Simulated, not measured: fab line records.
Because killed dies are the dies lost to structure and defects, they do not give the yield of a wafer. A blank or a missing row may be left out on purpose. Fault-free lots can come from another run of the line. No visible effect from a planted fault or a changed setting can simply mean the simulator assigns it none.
Split-lot experiment | flow n5 finfet | route with 1938 steps; 7 lots, 39 wafers read

ON THE SPLIT
At N5_MOL_CONTACT_COAG_PECVD_31 (deposits SiO2 from TEOS/O2, target thk 46 nm, time 8.9 s), the setting time s was moved away from the recipe's 8.9 s on 15 of the 39 wafers read, by -58.8% to +33.6%. The other wafers ran this setting at the recipe's value.

FROM THE SPLIT TO THE READING: what the file shows between them, 4 steps
- N5_MOL_CONTACT_COAG_COAT_75: time 60 s, resist thk 60 nm
- N5_MOL_CONTACT_COAG_COAT_76: time 60 s, resist thk 10 nm
- N5_MOL_CONTACT_COAG_ETCHBACK_135: etches SiO2 in CHF3, target depth 25 nm, time 16.7 s
- N5_MOL_CONTACT_COAG_STRIP_118: strips in CHF3

THE READING
etch.depth nm (the simulator's own value, which no gauge read), in nm, at N5_MOL_CONTACT_COAG_VIA_ETCH_46 (etches SiO2 in C4F6/O2, target depth 46 nm, overetch 9.2 nm, time 40 s). The file gives no usual value for it. Here, 24 wafers ran the recipe; their average is 45.95 nm with a standard deviation of 0.7 nm.

wafer  | tool, chamber at the split | time s as run, s | against the recipe | etch.depth nm, nm | against lot-mates on the recipe
L079.1 | pecvd-01, 0                | 11               | +23.6%             | 55.04             | +9.09
L079.2 | pecvd-01, 1                | 11               | +23.6%             | 55.56             | +9.61
L079.3 | pecvd-01, 2                | 11               | +23.6%             | 53.95             | +8.00
L079.4 | pecvd-01, 2                | 8.9              | recipe             | 46.39             | -
L079.5 | pecvd-01, 1                | 8.9              | recipe             | 45.68             | -
L079.6 | pecvd-01, 0                | 8.9              | recipe             | 45.78             | -
L080.1 | pecvd-03, 2                | 6.097            | -31.5%             | 30.59             | -15.30
L080.2 | pecvd-03, 0                | 6.097            | -31.5%             | 31.46             | -14.43
L080.3 | pecvd-03, 1                | 8.9              | recipe             | 45.54             | -
L080.4 | pecvd-03, 1                | 6.097            | -31.5%             | 31.64             | -14.25
L080.5 | pecvd-03, 2                | 8.9              | recipe             | 45.94             | -
L080.6 | pecvd-03, 0                | 8.9              | recipe             | 46.18             | -
L082.1 | pecvd-03, 1                | 11.89            | +33.6%             | 55.46             | +9.38
L082.2 | pecvd-03, 2                | 11.89            | +33.6%             | 53.88             | +7.80
L082.3 | pecvd-03, 0                | 8.9              | recipe             | 46.57             | -
L082.4 | pecvd-03, 1                | 8.9              | recipe             | 45.71             | -
L082.5 | pecvd-03, 2                | 8.9              | recipe             | 45.96             | -
L082.6 | pecvd-03, 0                | 11.89            | +33.6%             | 55.69             | +9.61
L090.3 | pecvd-01, 1                | 8.9              | recipe             | 45.24             | -
L090.5 | pecvd-01, 0                | 8.9              | recipe             | 46.72             | -
L090.6 | pecvd-01, 2                | 8.9              | recipe             | 46.17             | -
L091.1 | pecvd-04, 1                | 8.9              | recipe             | 44.76             | -
L091.2 | pecvd-04, 0                | 11.06            | +24.3%             | 55.49             | +9.47
L091.3 | pecvd-04, 2                | 11.06            | +24.3%             | 55.09             | +9.07
L091.4 | pecvd-04, 2                | 11.06            | +24.3%             | 56.77             | +10.75
L091.5 | pecvd-04, 0                | 8.9              | recipe             | 47.99             | -
L091.6 | pecvd-04, 1                | 8.9              | recipe             | 45.3              | -
L093.1 | pecvd-01, 1                | 8.9              | recipe             | 45.29             | -
L093.2 | pecvd-01, 0,1              | 8.9              | recipe             | 46.07             | -
L093.3 | pecvd-01, 0                | 8.9              | recipe             | 46.97             | -
L093.4 | pecvd-01, 0,1              | 8.9              | recipe             | 46.08             | -
L093.5 | pecvd-01, 0                | 8.9              | recipe             | 46.56             | -
L093.6 | pecvd-01, 1                | 8.9              | recipe             | 45.6              | -
L096.1 | pecvd-03, 1                | 3.665            | -58.8%             | 19.04             | -26.40
L096.6 | pecvd-03, 1                | 3.665            | -58.8%             | 19.04             | -26.40
L096.2 | pecvd-03, 2                | 8.9              | recipe             | 44.71             | -
L096.3 | pecvd-03, 0                | 8.9              | recipe             | 45.64             | -
L096.4 | pecvd-03, 0                | 3.665            | -58.8%             | 19.65             | -25.79
L096.5 | pecvd-03, 2                | 8.9              | recipe             | 45.96             | -
Where a row lists several chambers, the file gives one row for several wafers and doesn't say which wafer went through which chamber.

THE FIT
A straight line over all 39 wafers: etch.depth nm changes by +0.413 nm for each +1% of time s; r = +0.99; the points scatter about the line by 1.6 nm.
The same after taking each lot's own level away (the mean of its wafers on the recipe; 39 wafers): +0.408 nm for each +1%; r = +0.99; scatter 1.6 nm.
On that fit, the largest move of time s shifts the reading by 24 nm.
Across the lots, their own levels run from 45.437 to 46.095 nm, a range of 0.9 times the standard deviation given above.
So the lot-to-lot level changes the slope little: the two slopes agree.
Check: -24.3 nm against its lot-mates is what the line predicts for one of the wafers moved furthest among these (-58.8%) when that wafer is left out of the fit. It came out at -26.4 nm against them.

FURTHER SPLITS ON THESE WAFERS
Before the reading, these wafers also passed through other splits. Each is held against what the fit with the lots' levels taken away leaves over:
other split on the same wafers     | wafers away from the commonest value | r with etch.depth nm (lot level and that fit taken away)
N5_FIN_SAQP_HM_DEP_03 target thk a | 18                                   | +0.09

THE WHOLE CHAIN: every reading that the file lists as answering this split, in the file's order
step                            | what it does                                                           | reading                                                                                   | change (the file's fit)               | r (the file's)
N5_MOL_CONTACT_COAG_PECVD_31    | deposits SiO2 from TEOS/O2, target thk 46 nm, time 8.9 s               | SiO2_of_MOL_CONTACT_COAG_PECVD_31.thk nm (the simulator's own value, which no gauge read) | +0.445 nm for each +1% of the setting | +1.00
N5_MOL_CONTACT_COAG_VIA_ETCH_46 | etches SiO2 in C4F6/O2, target depth 46 nm, overetch 9.2 nm, time 40 s | etch.depth nm (the simulator's own value, which no gauge read)                            | +0.409 nm for each +1% of the setting | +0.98

THE FILE'S OWN FIT
etch.depth nm changes by +0.409 nm for each +1% of time s, r = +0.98.
